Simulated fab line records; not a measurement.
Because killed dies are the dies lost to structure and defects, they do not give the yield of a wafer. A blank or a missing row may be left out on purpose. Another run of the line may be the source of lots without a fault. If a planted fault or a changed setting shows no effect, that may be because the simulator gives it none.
Which tool was responsible? -- flow nand-harc -- 36 wafers from 12 lots sampled at 6 of the route's 1159 steps

## WHAT EACH GAUGE READ, for each wafer
NHARC_A_M0_THK_MEAS_24: measures by xrf. Usual: thk-nm 113.8 nm, standard deviation 1.3.
lot,measured,on,thk-nm (nm),flag
L239,day 18 06:33,film-metro-01,112.9 114.4 116.1,
L241,day 18 11:13,film-metro-01,112.0 114.3 112.8,
L243,day 19 08:31,film-metro-01,112.7 114.4 113.2,
L244,day 19 08:56,film-metro-01,113.2 114.4 114.7,
L245,day 19 15:14,film-metro-02,110.8 114.3 113.8,
L248,day 20 05:06,film-metro-01,112.9 110.7 113.7,
L246,day 20 05:37,film-metro-02,114.3 115.3 113.0,
L253,day 21 10:49,film-metro-01,110.1 113.8 112.4,
L252,day 21 15:26,film-metro-02,113.1 113.8 114.5,
L257,day 22 12:11,film-metro-02,114.3 115.4 114.7,
L260,day 23 04:47,film-metro-02,114.4 111.9 116.1,
L261,day 23 17:10,film-metro-02,112.1 116.8 116.0,

NHARC_A_M0_INSPECT_27. Usual: raw-defect-count 431, standard deviation 100.
lot,measured,on,raw-defect-count,flag
L239,day 18 06:43,defect-inspect-02,428 543 332,
L241,day 18 11:23,defect-inspect-01,378 417 489,
L243,day 19 08:40,defect-inspect-02,355 543 481,
L244,day 19 09:05,defect-inspect-02,780 571 485,
L245,day 19 15:24,defect-inspect-01,324 279 663,
L248,day 20 05:16,defect-inspect-01,418 357 476,
L246,day 20 05:46,defect-inspect-01,547 445 388,
L253,day 21 10:58,defect-inspect-01,288 391 473,
L252,day 21 15:35,defect-inspect-01,279 428 347,
L257,day 22 12:23,defect-inspect-01,374 361 253,
L260,day 23 04:56,defect-inspect-02,465 497 391,
L261,day 23 17:19,defect-inspect-02,546 403 519,

NHARC_A_M1_CD_MEAS_09 targets a cd of 120 nm. Usual: cd-nm 119.8 nm, standard deviation 0.47.
lot,measured,on,cd-nm (nm),flag
L239,day 18 08:05,cd-sem-03,119.8 119.9 119.8,
L241,day 18 12:38,cd-sem-01,120.4 119.7 119.7,
L243,day 19 10:29,cd-sem-01,119.5 120.0 119.4,
L244,day 19 10:48,cd-sem-01,120.2 120.6 120.0,
L245,day 19 16:40,cd-sem-01,119.5 119.6 118.8,
L248,day 20 06:45,cd-sem-03,119.0 118.8 120.1,
L246,day 20 07:03,cd-sem-03,119.9 120.1 120.4,
L253,day 21 12:25,cd-sem-01,119.4 114.6 119.4,OFF
L252,day 21 16:53,cd-sem-03,119.5 120.4 120.7,
L257,day 22 13:52,cd-sem-03,119.7 116.2 115.9,OFF
L260,day 23 06:29,cd-sem-03,120.3 119.7 120.6,
L261,day 23 18:43,cd-sem-02,119.8 120.1 119.2,

NHARC_END_SORT_01. Usual: defect-limited-yield 95.4 %, standard deviation 1.3; killed-at-array 27, standard deviation 8; killed-at-other 0.8, standard deviation 1.2; killed-at-periphery 3.3, standard deviation 2.3; killed-dies 31, standard deviation 8.8; killed-open 3.2, standard deviation 2.1; killed-short 2.1, standard deviation 1.4; sort_bin_2_pct 1.4 %, standard deviation 0.55; sort_bin_3_pct 0.25 %, standard deviation 0.2; sort_bin_4_pct 2.9 %, standard deviation 0.92; sort-n-pass 646, standard deviation 8.8; sort-rim-yield-pct 95.5 %, standard deviation 2.7; sort-yield-pct 95.4 %, standard deviation 1.3.
lot,measured,on,defect-limited-yield (%),killed-at-array,killed-at-other,killed-at-periphery,killed-dies,killed-open,killed-short,sort_bin_2_pct (%),sort_bin_3_pct (%),sort_bin_4_pct (%),sort-n-pass,sort-rim-yield-pct (%),sort-yield-pct (%),flag
L252,day 23 01:43,prober-02,95.0 94.4 97.2,26 36 18,1 1 0,7 1 1,34 38 19,2 3 2,1 5 1,1.6 1.5 1.0,0.15 0.30 0,3.2 3.8 1.8,643 639 658,100.0 93.4 93.4,95.0 94.4 97.2,

## WHAT TOOL EACH LOT RAN ON (gives the tool, then ch and the chambers of the sampled wafers, and finally the start)
lot,NHARC_A_M1_PEB_07,NHARC_A_M1_DEGAS_29
L239,"litho-track-06 ch 0, day 18 08:00","pvd-sputter-02, day 18 09:19"
L241,"litho-track-01 ch 0, day 18 12:33","pvd-sputter-02, day 18 13:50"
L243,"litho-track-04 ch 0, day 19 10:24","pvd-sputter-03, day 19 11:43"
L244,"litho-track-04 ch 0, day 19 10:43","pvd-sputter-02, day 19 12:03"
L245,"litho-track-04 ch 0, day 19 16:35","pvd-sputter-01, day 19 18:00"
L248,"litho-track-01 ch 0, day 20 06:40","pvd-sputter-02, day 20 07:59"
L246,"litho-track-06 ch 0, day 20 06:58","pvd-sputter-01, day 20 08:16"
L253,"litho-track-01 ch 0, day 21 12:20","pvd-sputter-02, day 21 13:38"
L252,"litho-track-06 ch 0, day 21 16:49","pvd-sputter-03, day 21 18:35"
L257,"litho-track-01 ch 0, day 22 13:48","pvd-sputter-02, day 22 15:15"
L260,"litho-track-06 ch 0, day 23 06:24","pvd-sputter-03, day 23 07:41"
L261,"litho-track-04 ch 0, day 23 18:38","pvd-sputter-03, day 23 19:56"
- NHARC_A_M1_PEB_07: peb time 65 s.
- NHARC_A_M1_DEGAS_29: time 60 s.

## AS READ BY THE TOOLS THEMSELVES (means over the sampled wafers that have a number; for cases with no such wafer, the mark the record gives instead)
NHARC_A_M1_PEB_07. Usual: heater-power-total-W 156.6 W, standard deviation 0.41; resist-line-temp-C 23.02 C, standard deviation 0.11.
lot,tool,heater-power-total-W (W),resist-line-temp-C (C),flag
L239,litho-track-06,156.3,23.13,
L241,litho-track-01,156.6,23.00,
L243,litho-track-04,156.3,23.03,
L244,litho-track-04,157.0,23.01,
L245,litho-track-04,156.5,23.08,
L248,litho-track-01,157.0,22.97,
L246,litho-track-06,156.1,23.06,
L253,litho-track-01,160.3,22.94,OFF
L252,litho-track-06,156.6,22.96,
L257,litho-track-01,163.4,22.82,OFF
L260,litho-track-06,156.6,22.98,
L261,litho-track-04,156.4,22.84,

NHARC_A_M1_DEGAS_29. Usual: heater-power-w 347 W, standard deviation 40.
lot,tool,heater-power-w (W),flag
L239,pvd-sputter-02,380,
L241,pvd-sputter-02,357,
L243,pvd-sputter-03,345,
L244,pvd-sputter-02,388,
L245,pvd-sputter-01,314,
L248,pvd-sputter-02,392,
L246,pvd-sputter-01,306,
L253,pvd-sputter-02,346,
L252,pvd-sputter-03,375,
L257,pvd-sputter-02,359,
L260,pvd-sputter-03,367,
L261,pvd-sputter-03,317,

## THE ANSWER, worked out from the rows above alone
Rule: take the mean of a lot's wafers that have a number; if it is more than 3 standard deviations from the usual mean, the lot is off. Also off: a lot with no number at a reading for which 4 or more lots have one. The other lots that the step has rows for count as sound. The gauges are gone through in route order, then the tools' own readings, and for those a lot's mean is taken as printed above. The first step at which some lot is off is used, and at that step the reading that is off furthest; a lot without a number counts as furthest.
Off: L253, L257 (NHARC_A_M1_CD_MEAS_09, cd-nm).
If a tool, at a process step before that reading, ran all the lots that are off and no sound lot after the first of them, it fits. The gauges at NHARC_A_M1_CD_MEAS_09 aren't tried: what is off there is off at NHARC_A_M1_PEB_07 too, on other tools, and a gauge's error can't cause that. One fits: litho-track-01 at NHARC_A_M1_PEB_07. A fault onset in the window from L248 (day 20 06:40, its last sound lot) to L253 (day 21 12:20, its first lot off) fits.
On the lots that are off, the tool's own readings at NHARC_A_M1_PEB_07 differ by more than 5 times the standard deviation of the sound lots' means, which bears it out; heater-power-total-W reads 161.9 W there versus 156.5 W on the sound lots.

## WHAT THE SIMULATOR HAD INSERTED
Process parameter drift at NHARC_A_M1_PEB_07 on litho-track-01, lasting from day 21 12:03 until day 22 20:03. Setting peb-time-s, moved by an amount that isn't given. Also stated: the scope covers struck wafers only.
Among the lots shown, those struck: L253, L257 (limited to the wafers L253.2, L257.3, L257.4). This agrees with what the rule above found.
